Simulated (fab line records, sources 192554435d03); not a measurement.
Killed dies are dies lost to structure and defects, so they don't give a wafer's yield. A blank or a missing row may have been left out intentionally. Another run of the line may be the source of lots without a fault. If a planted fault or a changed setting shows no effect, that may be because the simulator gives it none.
Code-filled problem report in 8D (eight disciplines) form	flow n5Finfet	the parts of the form that need people (team, actions taken, sign-off) are left out

## 1. WHAT WENT WRONG
killed_at_M0_to_M3 at N5_PASSIVATION_PROBE_49 reads a mean of 643 on 3 wafers of 2 lots; wafers without a fault read 36 with a standard deviation of 10. Relative to the usual mean, that is a shift of +61 standard deviations.
Seen first at day 17 07:31 on prober-01, wafer L446.2. The record holds 23 wafers of 8 lots with a number at this step. The rule behind "out" and "out of limits": a value lying over 4 standard deviations away from the usual mean. The rest of the wafers with a number are treated as sound.

## 2. WHAT IT IS, WHAT IT ISN'T
question	is	is not
which readings at this step	killed_at_M0_to_M3, defectLimitedYield, killedDies, killedOnRim, sort_bin_5_function, sort_bin_6_memory, sortNPass, sortYieldPct	killed_at_M4_up, killedAtContacts, killedAtFrontEnd, killedAtOther, killedShort, sort_bin_8_speed
which lots	L446, L450	L429, L430, L433, L438, L441, L444
which wafers of those lots	L446.2, L446.6, L450.4	L446.3, L450.1, L450.5
read on which tools	prober-01	prober-02
when	from day 17 07:31	up to then (11 sound wafers); but 9 sound wafers of L441, L444, L446, L450 came after

## 3. SUSPECTS, AND WHAT RULES EACH OUT
Counting: a tool at a process step up to the reading stays a suspect if it ran every lot that is out. Sound lots after the first of them don't rule it out here, since some wafers of a struck lot are sound.
- ecdCu-01 at N5_BEOL_M1_ECD_50 (material Cu, target thk 300 nm): kept. Every lot that is out went through it, the first being L446 (day 10 15:32); the last sound lot it ran before that was L441 (day 9 11:53).
- rieDiel-01 at N5_PASSIVATION_STRIP_14 (strips in O2): kept. Every lot that is out went through it, the first being L446 (day 17 00:44); the last sound lot it ran before that was L433 (day 14 20:22).
- prober-01 at N5_PASSIVATION_PROBE_49: kept. Every lot that is out went through it, the first being L446 (day 17 07:31); the last sound lot it ran before that was L438 (day 16 17:17). Its own readings are out on those wafers: defectLimitedYield, killed_at_M0_to_M3, killedDies, killedOnRim, sort_bin_5_function, sort_bin_6_memory, sortNPass, sortYieldPct.
The count leaves ecdCu-01 at N5_BEOL_M1_ECD_50, rieDiel-01 at N5_PASSIVATION_STRIP_14, and prober-01 at N5_PASSIVATION_PROBE_49.

## 4. THE CAUSE (what the simulator had put in)
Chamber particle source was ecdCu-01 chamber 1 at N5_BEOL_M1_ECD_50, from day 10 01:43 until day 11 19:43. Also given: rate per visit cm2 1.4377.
Counting leaves 3 suspects; this tool is one of them.

## 5. SEQUENCE OF EFFECTS, ordered by route
Each row: a reading where the mean over the struck wafers with a number is more than 3 standard deviations away from the usual. Scope: only readings with a usual standard deviation given in the record; hours: median across lots of the time from each lot's start at the first step in this table that gives one to its start at this step; sigmas: change in usual standard deviations.
hours	step	reading	usual	on struck wafers	change	sigmas
0	N5_PASSIVATION_PROBE_49	defectLimitedYield	91.0 %	40.4	-50.6	-36
0	N5_PASSIVATION_PROBE_49	killed_at_M0_to_M3	36	643	+607	+61
0	N5_PASSIVATION_PROBE_49	killedDies	106	703	+597	+37
0	N5_PASSIVATION_PROBE_49	killedOnRim	14	87	+73	+18
0	N5_PASSIVATION_PROBE_49	sort_bin_5_function	5.2 %	37.9	+32.7	+36
0	N5_PASSIVATION_PROBE_49	sort_bin_6_memory	3.4 %	16.9	+13.5	+19
0	N5_PASSIVATION_PROBE_49	sortNPass	1073	477	-596	-35
0	N5_PASSIVATION_PROBE_49	sortYieldPct	91.0 %	40.4	-50.6	-34
Its process steps:
- N5_PASSIVATION_PROBE_49

## 6. HOW IT WOULD HAVE BEEN CAUGHT EARLIER
174 hours passed between the start of the fault at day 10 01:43 and the first reading out of limits in this record, taken at day 17 07:31.
By day 17 07:31 the whole set of lots that are out, 2 in number, had already begun N5_BEOL_M1_ECD_50 on ecdCu-01. Had the tool been put on hold then, not one of them would have been saved.
